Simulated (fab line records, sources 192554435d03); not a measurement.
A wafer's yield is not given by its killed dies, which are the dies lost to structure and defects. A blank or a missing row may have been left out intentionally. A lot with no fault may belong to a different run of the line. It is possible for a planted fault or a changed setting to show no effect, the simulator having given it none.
Chamber matching	flow n5Finfet	aldMetal-02 running N5_BEOL_M1_ALD_84: 4 sister chambers
The step deposits TaN, pulse time 2 s, purge time 3 s, co reactant purge time 2 s. 8 wafers are shown with their chamber, then 10 later ones without.

WAFERS, EACH WITH ITS CHAMBER
wafer	chamber	heaterPowerW (W)
L074.4	0	363
L079.3	0	365
L082.2	1	411
L084.1	3	491
L084.3	2	414
L084.6	3	480
L088.1	2	418
L088.2	1	416

WAFERS WHOSE CHAMBER IS MISSING
wafer	heaterPowerW (W)
L088.5	423
L089.1	405
L089.5	410
L089.6	364
L094.2	427
L094.5	351
L094.6	484
L095.1	400
L095.3	359
L095.4	494

WHICH CHAMBER EACH WENT THROUGH
wafer	from the rows above	in truth
L088.5	can't be placed: 2 or 1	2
L089.1	can't be placed: 1 or 2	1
L089.5	can't be placed: 1 or 2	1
L089.6	0	0
L094.2	can't be placed: 2 or 1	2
L094.5	0	0
L094.6	3	3
L095.1	can't be placed: 1 or 2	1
L095.3	0	0
L095.4	3	3
Placed correctly: 5 of 10. Cannot be placed on the basis of these rows: 5; the candidates contain the true chamber in 5. Number placed wrongly: 0.
How it was worked out, from the rows above alone: a wafer's distance from a chamber is the root of the sum, over the readings, of the square of ((its reading less the chamber's mean) divided by the reading's scatter). The wafer belongs to the nearest chamber; if the next one is less than 2 further off, it can't be placed. A chamber's mean is the mean of its shown wafers. The scatter is the square root of a quotient: the sum, over the shown wafers, of each reading's squared deviation from its chamber's mean, divided by wafers minus chambers.
